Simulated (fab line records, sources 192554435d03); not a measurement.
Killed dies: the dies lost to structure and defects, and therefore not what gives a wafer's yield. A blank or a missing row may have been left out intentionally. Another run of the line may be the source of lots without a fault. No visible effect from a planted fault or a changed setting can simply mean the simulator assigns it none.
fab line records | flow n5_finfet
[record] lots = 5 wafers = 15 last_day = 19
route steps=1938 shown BEOL_M4@1099 BEOL_M5@1112 BEOL_M7@1326 PASSIVATION@1936
lots that met no fault: taken from a fault-free run of the same line
start_h: the number of hours between the record's first day and the start of the first shown wafer of the lot | wait_h: hours elapsed since this lot's preceding step | " repeats the value in the row above | L1.1+2: a single row standing in for several wafers | - either no value or no given start | * or withheld: withheld | < > ~ a bound
route shown NAME@n: names a module that has steps shown in the file, with the first one's number in the route | usual: mean/standard deviation taken from wafers without a fault | same: alike in all rows | chamber/n: place in a boat | sites: the reading at each site | _std_site: the values' standard deviation | _edge_site: the outer-site mean with the inner-site mean subtracted | radius_mm: how far each site lies from the wafer's centre | mask NAME#n: copy n | behind: tool/chamber where the wafer was last shaped | hold: cause of the lot's hold/its duration in hours/its outcome | device: names the non-switching transistor (n, p or np) | end of line: the same wafers' tests at the end of the route | where a step has no rows: the recipe by itself | killed: dies that structure and defects cost at the first sort, which is not the same as the wafer's yield | map: a wafer's dies, marking killed ones x, the rest . and places with no die _
set.NAME: setting as actually run; set.NAME@STEP: the setting as run at that earlier step | model.NAME: the simulator's own value behind a step, which no gauge read
lots seen at some steps along the route; tables by step, rows by wafer
services: the hour from which a tool's chamber was out of use, counted from the record's first day as start_h (under 0 if before that day), plus the number of hours and why
[[steps]]
[step N5_BEOL_M4_ANNEAL_95]
[recipe] temp_c = 400 time_s = 240 ambient = vacuum
[step N5_BEOL_M4_SPUTTER_96]
[recipe] material = Cu target_thk_a = 45 temp_c = -20 chamber_pressure_pa = 0.07 power_w = withheld time_s = 8.29
[step N5_BEOL_M4_ECD_50]
[recipe] material = Cu target_thk_a = 3000
[step N5_BEOL_M4_ANNEAL_51]
[recipe] temp_c = 225 time_s = 90 ambient = N2
[step N5_BEOL_M4_CMP_52]
[recipe] stop_on = SiOC t_overpolish_s = 6.8 down_force_psi = 1 platen_rpm = 50 clearing_platen_down_force_psi = 1.5 clearing_platen_rpm = 50 post_cmp_clean = cu_alkaline target_thk_nm = 40 clearing_platen_pad_velocity_m_s = 0.99484 pad_velocity_m_s = 0.99484
[step N5_BEOL_M4_PRE_CLEAN_60]
[recipe] gas = NH3/H2 time_s = 15 temp_c = * rf_power_w = 300
[step N5_BEOL_M4_CO_CAP_55]
[recipe] material = Co target_thk_a = 20 temp_c = 200 precursor = CCTBA/H2 pressure_torr = 30 time_s = 102.1
[step N5_BEOL_M4_PRE_CLEAN_56]
[recipe] gas = NH3 time_s = 15 temp_c = withheld rf_power_w = 300
[step N5_BEOL_M4_DEP_57]
[recipe] material = SiCN target_thk_a = 80 temp_c = withheld precursor = 3MS/NH3 pressure_torr = 3 rf_w = 202 time_s = 14
[step N5_BEOL_M4_RC_MEAS_101]
[usual] DIBL_N = 37.0/1.6 DIBL_P = 37.0/2.1 IOFF_N = 0.17/0.032 IOFF_P = 0.22/0.043 ION_N = 679/13 ION_P = 465/9.5 SS_N = 71.7/0.59 SS_P = 73.6/0.64 VT_N = 249/3.2 VT_P = -249/4.1
// columns lot.wafer tool chamber start_h wait_h DIBL_N[mV/V] DIBL_P[mV/V] IOFF_N[nA/um] IOFF_P[nA/um] ION_N[uA/um] ION_P[uA/um] SS_N[mV/dec] SS_P[mV/dec] VT_N[mV] VT_P[mV]
L426.1 prober-01 0 334.98 0.0 37.1 35.4 0.14 0.19 668 459 71.3 72.7 252 -250
L426.2 " 0 " " 35.2 33.4 0.12 0.17 668 459 71.1 72.4 254 -252
L426.4 " 0 " " 38.4 36.3 0.17 0.20 678 458 71.8 73.1 248 -250
L427.2 prober-02 0 338.29 0.2 37.7 37.2 0.18 0.24 680 463 72.7 74.3 250 -247
L427.3 " 0 " " 38.0 38.3 0.19 0.27 687 464 71.7 74.0 247 -245
L427.6 " 0 " " 37.1 36.7 0.18 0.24 677 459 71.2 73.4 245 -248
L428.1 prober-01 0 342.33 0.1 35.2 37.7 0.17 0.25 672 468 72.0 73.5 249 -245
L428.5 " 0 " " 38.7 41.7 0.24 0.31 704 474 73.0 74.5 244 -244
L428.6 " 0 " " 33.5 36.7 0.14 0.23 671 469 70.9 73.7 255 -247
L430.2 prober-02 0 343.44 0.2 37.2 37.7 0.18 0.23 681 460 72.5 72.6 250 -248
L430.5 " 0 " " 37.1 37.8 0.19 0.24 675 460 71.9 74.1 248 -249
L430.6 " 0 " " 36.2 36.4 0.16 0.22 669 459 72.0 72.9 250 -249
L432.2 prober-01 0 351.31 0.2 36.1 37.6 0.15 0.16 676 446 71.7 73.0 250 -258
L432.3 " 0 " " 33.4 35.9 0.12 0.15 670 454 70.5 73.1 252 -256
L432.5 " 0 " " 36.6 39.6 0.16 0.20 687 458 71.5 73.8 251 -255
[step N5_BEOL_M5_ILD_DEP_00]
[recipe] material = SiCOH_lowk target_thk_a = 1406.4 temp_c = 300 precursor = DEMS/porogen pressure_torr = 5 rf_w = 500 time_s = 25.9
[step N5_BEOL_M5_CURE_79]
[recipe] temp_c = 385 time_s = 240 ambient = He/Ar material = SiCOH_lowk
[step N5_BEOL_M5_PECVD_70]
[recipe] material = SiO2 target_thk_a = 160 temp_c = 400 precursor = TEOS/O2 pressure_torr = 5.5 rf_w = 450 teos_flow_sccm = 53.8 gas = O2 flow_sccm = 3000 time_s = 18
[step N5_BEOL_M5_HM_DEP_02]
[recipe] material = TiN target_thk_a = 200 temp_c = 25 chamber_pressure_pa = 0.49996
[step N5_BEOL_M5_COAT_59]
[recipe] resist = SOC temp_c = 250 time_s = 60 spin_rpm = 1500 resist_thk_nm = 60
[step N5_BEOL_M5_COAT_60]
[recipe] resist = SiARC temp_c = 220 time_s = 60 spin_rpm = 1500 resist_thk_nm = 12
[step N5_BEOL_M5_COAT_71]
[recipe] resist = underlayer temp_c = 205 time_s = 60 spin_rpm = 1500 resist_thk_nm = 5
[step N5_BEOL_M5_COAT_05]
[recipe] resist = CAR-EUV spin_rpm = 1500 resist_thk_nm = 30
[step N5_BEOL_M5_EBR_07]
[recipe] solvent = PGMEA ebr_width_mm = 1.5
[step N5_BEOL_M5_SOFTBAKE_06]
[recipe] temp_c = 110 time_s = 60 resist = CAR-EUV
[step N5_BEOL_M5_EXPOSE_08]
[recipe] mask_id = M5 na = 0.33 source_shape = annular sigma_inner = 0.4 sigma_outer = 0.8 polarization = unpolarized target_cd_nm = 28 dose_mj = 35.75
[step N5_BEOL_M5_PEB_09]
[recipe] peb_temp_c = 100 peb_time_s = 60 resist = CAR-EUV
[step N5_BEOL_M5_DEVELOP_10]
[recipe] develop_time_s = 30 developer = TMAH resist = CAR-EUV rinse_liquid = surfactant_rinse dry = air_spin dev_temp_c = 23
[step N5_BEOL_M5_DESCUM_16]
[recipe] chemistry = O2 time_s = 7 source_power_w = 50 bias_power_w = 20 pressure_mtorr = 20 rf_frequency_hz = 2.712e+07 temp_c = 40 resist = CAR-EUV o2_flow_sccm = 225
[step N5_BEOL_M5_ETCH_72]
[recipe] chemistry = N2/H2 target = underlayer target_depth_a = 65 mask_material = CAR-EUV time_s = 5.2 ion_energy_ev = 200 pressure_mtorr = 30 source_w = 840 bias_w = 150 n2_flow_sccm = 200 h2_flow_sccm = 200 ends = cleared
[step N5_BEOL_M5_ETCH_61]
[recipe] chemistry = CF4 target = SiARC target_depth_a = 156 mask_material = CAR-EUV time_s = 26 ion_energy_ev = 80 pressure_mtorr = 40 source_w = 545 bias_w = 36 Ar_flow_sccm = 100 cf4_flow_sccm = 100 ends = cleared
[step N5_BEOL_M5_ETCH_62]
[recipe] chemistry = N2/H2 target = SOC target_depth_a = 750 overetch_a = 150 mask_material = SiARC temp_c = 40 time_s = 112.5 ion_energy_ev = 200 pressure_mtorr = 30 source_w = 840 bias_w = 150 n2_flow_sccm = 200 h2_flow_sccm = 200
[step N5_BEOL_M5_STRIP_63]
[recipe] chemistry = N2/H2 temp_c = 40 n2_flow_sccm = 200 h2_flow_sccm = 200 rf_frequency_hz = 6e+07
[step N5_BEOL_M5_STRIP_73]
[recipe] chemistry = N2/H2 temp_c = 40 n2_flow_sccm = 200 h2_flow_sccm = 200 rf_frequency_hz = 6e+07
[step N5_BEOL_M5_STRIP_64]
[recipe] chemistry = CF4 resist = SiARC power_w = 300 bias_power_w = 75 pressure_mtorr = 50 cf4_flow_sccm = 150 rf_frequency_hz = 6e+07
[step N5_BEOL_M5_HM_OPEN_17]
[recipe] chemistry = Cl2/BCl3 target_depth_a = 200 overetch_a = 60 target = TiN mask_material = SOC ion_energy_ev = 150 pressure_mtorr = 10 icp_w = 1000 bias_w = 126 Cl2_flow_sccm = 53.25 bcl3_flow_sccm = 21.75 Ar_flow_sccm = 25
[step N5_BEOL_M5_STRIP_19]
[recipe] chemistry = O2 power_w = 400 temp_c = 40 pressure_mtorr = 30 rf_frequency_hz = 6e+07 bias_power_w = 0 overash_fraction = 0.2 o2_flow_sccm = 225
[step N5_BEOL_M5_COAT_65]
[recipe] resist = SOC temp_c = 250 time_s = 60 spin_rpm = 1500 resist_thk_nm = 60
[step N5_BEOL_M5_COAT_66]
[recipe] resist = SiARC temp_c = 220 time_s = 60 spin_rpm = 1500 resist_thk_nm = 12
[step N5_BEOL_M7_CMP_52]
[recipe] stop_on = SiCOH_lowk t_overpolish_s = 6.9 down_force_psi = 1 platen_rpm = 50 clearing_platen_down_force_psi = 1.5 clearing_platen_rpm = 50 post_cmp_clean = cu_alkaline target_thk_nm = 80 clearing_platen_pad_velocity_m_s = 0.99484 pad_velocity_m_s = 0.99484
[usual] barrier_field_endpoint_s = 28.4/0.86 clearing_platen_down_force_psi = 1.4998/0.0027 motor_current_A = 5.8/0.75 overpolish_run_s = 6.900/0.0087 t_overpolish_s = 6.9/0 time_to_endpoint_s = 62/3.3
// columns lot.wafer tool chamber start_h wait_h barrier_field_endpoint_s clearing_platen_down_force_psi motor_current_A overpolish_run_s t_overpolish_s time_to_endpoint_s model.Cu_of_BEOL_M7_ECD_50.thk_nm model.SiO2_of_BEOL_M7_PECVD_70.thk_nm
L427.2 cmp-02 3 371.29 0.4 - - - - - - 293.2 19.6
L427.3 " 0 " " - - - - - - 296.8 20
L427.6 " 2 " " - - - - - - 297.8 20.2
L426.4 cmp-02 3 371.66 0.1 - - - - - - 298.6 20.2
L426.2 " 1 " " - - - - - - 302.4 19.6
L426.1 " 2 " " - - - - - - 306 19.6
L428.1 cmp-04 1 372.67 0.3 - - - - - - 304.8 19.6
L428.5 " 0 " " - - - - - - 301.4 19.8
L428.6 " 1 " " - - - - - - 299.6 19.8
L430.2 cmp-04 0 380.09 0.3 29.0 1.4960 6.7 6.903 6.9 60 78.4 0
L430.6 " 2 " " 30.4 1.4966 5.7 6.899 6.9 69 78.4 0
L430.5 " 3 " " 29.8 1.5000 4.9 6.894 6.9 62 81.6 0
L432.3 cmp-03 1 380.89 0.2 29.2 1.5036 5.4 6.899 6.9 63 82.8 0
L432.2 " 3 " " 28.5 1.5049 6.9 6.900 6.9 62 79.6 0
L432.5 " 1 " " 28.4 1.5011 5.5 6.894 6.9 65 78.6 0
[step N5_BEOL_M7_THK_MEAS_53]
[recipe] thk_meas_gauge = xrf reads = Cu_of_BEOL_M7_ECD_50
[usual] M7_THK = 78.9/2.2
// columns lot.wafer tool chamber start_h wait_h M7_THK[nm]
L427.2 film_metro-02 - 371.51 0.2 287.8
L427.3 " - " " 292.8
L427.6 " - " " 291.5
L426.1 film_metro-02 - 371.95 0.1 304.8
L426.2 " - " " 301.6
L426.4 " - " " 297.5
L428.1 film_metro-02 - 372.93 0.2 299.1
L428.5 " - " " 297.0
L428.6 " - " " 294.4
L430.2 film_metro-02 - 380.31 - 78.2
L430.5 " - " " 81.2
L430.6 " - " " 78.0
L432.2 film_metro-02 - 381.18 - 77.9
L432.3 " - " " 81.5
L432.5 " - " " 76.8
[step N5_BEOL_M7_RS_MEAS_57]
[recipe] thk_meas_gauge = four-point-probe reads = Cu_of_BEOL_M7_ECD_50+Co_of_BEOL_M7_CVD_78+TaN_of_BEOL_M7_ALD_77
[usual] M7_RS = 0.287/0.009
// columns lot.wafer tool chamber start_h wait_h M7_RS[ohm/sq]
L427.2 film_metro-02 - 371.68 0.1 0.066
L427.3 " - " " 0.065
L427.6 " - " " 0.065
L426.1 film_metro-02 - 372.09 0.1 0.063
L426.2 " - " " 0.064
L426.4 " - " " 0.065
L428.1 film_metro-02 - 373.09 0.1 0.063
L428.5 " - " " 0.064
L428.6 " - " " 0.065
L430.2 film_metro-02 - 380.47 0.1 0.293
L430.5 " - " " 0.280
L430.6 " - " " 0.293
L432.2 film_metro-01 - 381.32 0.1 0.288
L432.3 " - " " 0.275
L432.5 " - " " 0.293
[step N5_BEOL_M7_INSPECT_58]
[recipe] inspect_instrument = darkfield mode = post_dep
[usual] raw_defect_count = 72/24
// columns lot.wafer tool chamber start_h wait_h raw_defect_count
L427.2 defect_inspect-02 - 371.70 0.0 1271
L427.3 " - " " 1268
L427.6 " - " " 1258
L426.1 defect_inspect-01 - 372.11 0.0 1342
L426.2 " - " " 1340
L426.4 " - " " 1293
L428.1 defect_inspect-02 - 373.12 0.0 1282
L428.5 " - " " 1261
L428.6 " - " " 1327
L430.2 defect_inspect-02 - 380.50 0.0 57
L430.5 " - " " 95
L430.6 " - " " 61
L432.2 defect_inspect-01 - 381.34 0.0 40
L432.3 " - " " 54
L432.5 " - " " 45
[step N5_PASSIVATION_PROBE_49]
[usual] defect_limited_yield = 91.2/1.6 killed_at_M0_to_M3 = 33/11 killed_at_M4_up = 14/5 killed_at_contacts = 12/5.8 killed_at_front_end = 41/12 killed_at_other = 3.5/2.9 killed_dies = 104/19 killed_on_rim = 13/4.2 killed_open = 68/14 killed_short = 34/8.8 sort_bin_5_function = 5.2/1.1 sort_bin_6_memory = 3.2/0.71 sort_n_pass = 1076/19 sort_yield_pct = 91.2/1.6
[same] gross_dies = 1180 killed_at_back_side = 0 sort_bin_4_leakage[%] = 0 sort_bin_8_speed[%] = 0
// columns lot.wafer tool chamber start_h wait_h defect_limited_yield[%] killed_at_M0_to_M3 killed_at_M4_up killed_at_contacts killed_at_front_end killed_at_other killed_dies killed_on_rim killed_open killed_short sort_bin_5_function[%] sort_bin_6_memory[%] sort_n_pass sort_yield_pct[%]
L427.2 prober-01 - 444.29 0.1 0 17 1128 7 26 2 1180 152 52 15 3.4 2.2 0 0
L427.3 prober-01 - 444.34 0.1 0 20 1131 7 19 3 1180 152 33 27 2.5 2.4 0 0
L427.6 prober-01 - 444.49 0.3 0 26 1111 14 24 5 1180 152 57 28 4.5 2.4 0 0
L426.1 prober-02 - 444.84 0.0 0 49 1072 7 45 7 1180 152 90 37 6.9 3.6 0 0
L426.2 prober-02 - 444.89 0.1 0 27 1119 8 22 4 1180 152 47 25 4.0 2.2 0 0
L426.4 prober-02 - 444.99 0.2 0 37 1083 8 47 5 1180 152 78 34 5.6 3.6 0 0
L428.1 prober-01 - 449.61 0.0 0 34 1091 15 30 10 1180 152 68 36 5.3 3.1 0 0
L428.5 prober-01 - 449.81 0.2 0 31 1103 10 35 1 1180 152 58 27 4.6 2.5 0 0
L428.6 prober-01 - 449.86 0.3 0 20 1111 19 28 2 1180 152 60 26 3.9 2.8 0 0
// killed by level:class
L427.2 BEOL_M7:area_cmp=1113 STI_FIN_REVEAL:geometric_particle:open=10 MOL_CONTACT_COAG:geometric_particle:open=7 BEOL_M4:geometric_particle:open=6 BEOL_M1:geometric_particle:open=5 FIN_SAQP:geometric_particle:open=4 BEOL_M2:geometric_particle:open=4 BEOL_M3:geometric_particle:open=4
L427.3 BEOL_M7:area_cmp=1120 STI_FIN_REVEAL:geometric_particle:open=7 MOL_CONTACT_COAG:geometric_particle:open=6 BEOL_M1:geometric_particle:short=6 BEOL_M3:geometric_particle:open=4 FIN_SAQP:geometric_particle:short=3 BEOL_M0:geometric_particle:short=3 BEOL_M4:geometric_particle:open=3
L427.6 BEOL_M7:area_cmp=1095 MOL_CONTACT_COAG:geometric_particle:open=9 STI_FIN_REVEAL:geometric_particle:open=7 BEOL_M1:geometric_particle:open=6 MOL_CONTACT_COAG:geometric_particle:short=5 BEOL_M2:geometric_particle:open=5 BEOL_M5:geometric_particle:open=5 BEOL_M3:geometric_particle:open=4
L426.1 BEOL_M7:area_cmp=1053 BEOL_M1:geometric_particle:open=15 FIN_SAQP:geometric_particle:open=9 DUMMY_GATE:geometric_particle:open=8 BEOL_M0_SAQP:geometric_particle:open=8 BEOL_M0_SAQP:geometric_particle:short=7 BEOL_M4:geometric_particle:open=7 FIN_SAQP:geometric_particle:short=6
L426.2 BEOL_M7:area_cmp=1106 MOL_CONTACT_COAG:geometric_particle:open=7 BEOL_M0_SAQP:geometric_particle:open=7 BEOL_M0_SAQP:geometric_particle:short=7 FIN_SAQP:geometric_particle:open=6 BEOL_M2:geometric_particle:open=5 FIN_SAQP:geometric_particle:short=4 BEOL_M1:geometric_particle:open=4
L426.4 BEOL_M7:area_cmp=1068 FIN_SAQP:geometric_particle:open=10 MOL_CONTACT_COAG:geometric_particle:open=8 BEOL_M0_SAQP:geometric_particle:short=8 STI_FIN_REVEAL:geometric_particle:open=7 BEOL_M0:geometric_particle:open=7 FIN_SAQP:geometric_particle:short=6 BEOL_M1:geometric_particle:open=6
L428.1 BEOL_M7:area_cmp=1076 MOL_CONTACT_COAG:geometric_particle:open=12 BEOL_M0_SAQP:geometric_particle:short=8 BEOL_M2:geometric_particle:open=7 FIN_SAQP:geometric_particle:open=6 BEOL_M0_SAQP:geometric_particle:open=6 GATE_CUT:geometric_particle:open=5 BEOL_M3:geometric_particle:open=5
L428.5 BEOL_M7:area_cmp=1093 BEOL_M3:geometric_particle:open=9 BEOL_M0_SAQP:geometric_particle:open=8 FIN_SAQP:geometric_particle:open=7 MOL_CONTACT_COAG:geometric_particle:open=7 GATE_CUT:geometric_particle:open=5 BEOL_M2:geometric_particle:open=5 BEOL_M4:geometric_particle:open=5
L428.6 BEOL_M7:area_cmp=1094 MOL_CONTACT_COAG:geometric_particle:open=14 FIN_SAQP:geometric_particle:open=12 BEOL_M0_SAQP:geometric_particle:open=8 MOL_CONTACT_COAG:geometric_particle:short=5 BEOL_M3:geometric_particle:open=5 BEOL_M5:geometric_particle:short=5 FIN_SAQP:geometric_particle:short=3
// map L426.1 (x killed, . not)
_________________xxxxxxxxxxxx________________
______________xxxxxxxxxxxxxxxxxx_____________
___________xxxxxxxxxxxxxxxxxxxxxxxx__________
__________xxxxxxxxxxxxxxxxxxxxxxxxxx_________
________xxxxxxxxxxxxxxxxxxxxxxxxxxxxxx_______
_______xxxxxxxxxxxxxxxxxxxxxxxxxxxxxxxx______
______xxxxxxxxxxxxxxxxxxxxxxxxxxxxxxxxxx_____
_____xxxxxxxxxxxxxxxxxxxxxxxxxxxxxxxxxxxx____
____xxxxxxxxxxxxxxxxxxxxxxxxxxxxxxxxxxxxxx___
___xxxxxxxxxxxxxxxxxxxxxxxxxxxxxxxxxxxxxxxx__
___xxxxxxxxxxxxxxxxxxxxxxxxxxxxxxxxxxxxxxxx__
__xxxxxxxxxxxxxxxxxxxxxxxxxxxxxxxxxxxxxxxxxx_
__xxxxxxxxxxxxxxxxxxxxxxxxxxxxxxxxxxxxxxxxxx_
_xxxxxxxxxxxxxxxxxxxxxxxxxxxxxxxxxxxxxxxxxxxx
_xxxxxxxxxxxxxxxxxxxxxxxxxxxxxxxxxxxxxxxxxxxx
_xxxxxxxxxxxxxxxxxxxxxxxxxxxxxxxxxxxxxxxxxxxx
_xxxxxxxxxxxxxxxxxxxxxxxxxxxxxxxxxxxxxxxxxxxx
_xxxxxxxxxxxxxxxxxxxxxxxxxxxxxxxxxxxxxxxxxxxx
_xxxxxxxxxxxxxxxxxxxxxxxxxxxxxxxxxxxxxxxxxxxx
_xxxxxxxxxxxxxxxxxxxxxxxxxxxxxxxxxxxxxxxxxxxx
_xxxxxxxxxxxxxxxxxxxxxxxxxxxxxxxxxxxxxxxxxxxx
__xxxxxxxxxxxxxxxxxxxxxxxxxxxxxxxxxxxxxxxxxx_
__xxxxxxxxxxxxxxxxxxxxxxxxxxxxxxxxxxxxxxxxxx_
___xxxxxxxxxxxxxxxxxxxxxxxxxxxxxxxxxxxxxxxx__
___xxxxxxxxxxxxxxxxxxxxxxxxxxxxxxxxxxxxxxxx__
____xxxxxxxxxxxxxxxxxxxxxxxxxxxxxxxxxxxxxx___
_____xxxxxxxxxxxxxxxxxxxxxxxxxxxxxxxxxxxx____
______xxxxxxxxxxxxxxxxxxxxxxxxxxxxxxxxxx_____
_______xxxxxxxxxxxxxxxxxxxxxxxxxxxxxxxx______
________xxxxxxxxxxxxxxxxxxxxxxxxxxxxxx_______
__________xxxxxxxxxxxxxxxxxxxxxxxxxx_________
___________xxxxxxxxxxxxxxxxxxxxxxxx__________
______________xxxxxxxxxxxxxxxxxx_____________
_________________xxxxxxxxxxxx________________
// map L427.2 (x killed, . not)
_________________xxxxxxxxxxxx________________
______________xxxxxxxxxxxxxxxxxx_____________
___________xxxxxxxxxxxxxxxxxxxxxxxx__________
__________xxxxxxxxxxxxxxxxxxxxxxxxxx_________
________xxxxxxxxxxxxxxxxxxxxxxxxxxxxxx_______
_______xxxxxxxxxxxxxxxxxxxxxxxxxxxxxxxx______
______xxxxxxxxxxxxxxxxxxxxxxxxxxxxxxxxxx_____
_____xxxxxxxxxxxxxxxxxxxxxxxxxxxxxxxxxxxx____
____xxxxxxxxxxxxxxxxxxxxxxxxxxxxxxxxxxxxxx___
___xxxxxxxxxxxxxxxxxxxxxxxxxxxxxxxxxxxxxxxx__
___xxxxxxxxxxxxxxxxxxxxxxxxxxxxxxxxxxxxxxxx__
__xxxxxxxxxxxxxxxxxxxxxxxxxxxxxxxxxxxxxxxxxx_
__xxxxxxxxxxxxxxxxxxxxxxxxxxxxxxxxxxxxxxxxxx_
_xxxxxxxxxxxxxxxxxxxxxxxxxxxxxxxxxxxxxxxxxxxx
_xxxxxxxxxxxxxxxxxxxxxxxxxxxxxxxxxxxxxxxxxxxx
_xxxxxxxxxxxxxxxxxxxxxxxxxxxxxxxxxxxxxxxxxxxx
_xxxxxxxxxxxxxxxxxxxxxxxxxxxxxxxxxxxxxxxxxxxx
_xxxxxxxxxxxxxxxxxxxxxxxxxxxxxxxxxxxxxxxxxxxx
_xxxxxxxxxxxxxxxxxxxxxxxxxxxxxxxxxxxxxxxxxxxx
_xxxxxxxxxxxxxxxxxxxxxxxxxxxxxxxxxxxxxxxxxxxx
_xxxxxxxxxxxxxxxxxxxxxxxxxxxxxxxxxxxxxxxxxxxx
__xxxxxxxxxxxxxxxxxxxxxxxxxxxxxxxxxxxxxxxxxx_
__xxxxxxxxxxxxxxxxxxxxxxxxxxxxxxxxxxxxxxxxxx_
___xxxxxxxxxxxxxxxxxxxxxxxxxxxxxxxxxxxxxxxx__
___xxxxxxxxxxxxxxxxxxxxxxxxxxxxxxxxxxxxxxxx__
____xxxxxxxxxxxxxxxxxxxxxxxxxxxxxxxxxxxxxx___
_____xxxxxxxxxxxxxxxxxxxxxxxxxxxxxxxxxxxx____
______xxxxxxxxxxxxxxxxxxxxxxxxxxxxxxxxxx_____
_______xxxxxxxxxxxxxxxxxxxxxxxxxxxxxxxx______
________xxxxxxxxxxxxxxxxxxxxxxxxxxxxxx_______
__________xxxxxxxxxxxxxxxxxxxxxxxxxx_________
___________xxxxxxxxxxxxxxxxxxxxxxxx__________
______________xxxxxxxxxxxxxxxxxx_____________
_________________xxxxxxxxxxxx________________
[[services]]
// columns tool chamber start_h hours kind
cmp-02 - 376.84 10.6 pm
[[key]]
[first_sign] step = N5_BEOL_M7_CMP_52 reading = tool_record direction = missing
[effect] step = N5_BEOL_M7_THK_MEAS_53 reading = M7_THK direction = up sigmas = 99+ usual = 78.9 struck = 296.3
[effect] step = N5_BEOL_M7_RS_MEAS_57 reading = M7_RS direction = down sigmas = 25 usual = 0.287 struck = 0.065
[effect] step = N5_BEOL_M7_INSPECT_58 reading = raw_defect_count direction = up sigmas = 50 usual = 72 struck = 1294
[effect] step = N5_PASSIVATION_PROBE_49 reading = killed_at_M4_up direction = up sigmas = 99+ usual = 14 struck = 1105
[model_effect] step = N5_BEOL_M7_CMP_52 value = Cu_of_BEOL_M7_ECD_50.thk_nm without = 80.33 struck = 300.1
[more_kills_born_at] N5_BEOL_M7_CMP_52@cmp-02 = 6555 N5_BEOL_M7_CMP_52@cmp-04 = 3263
met_at N5_BEOL_M7_CMP_52
struck_wafers L426.1,L426.2,L426.4,L427.2,L427.3,L427.6,L428.1,L428.5,L428.6
later_rows_left_out L426.1,L426.2,L426.4,L427.2,L427.3,L427.6,L428.1,L428.5,L428.6
[fault] kind = skipped_step_whole tool = cmp-02,cmp-04 chamber = - onset_h = 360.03 steps = N5_BEOL_M7_CMP_52 scope = struck_lots_only
// later_rows_left_out: the simulator's readings of these wafers behind a module that went badly wrong aren't trusted and aren't shown, but for the sort
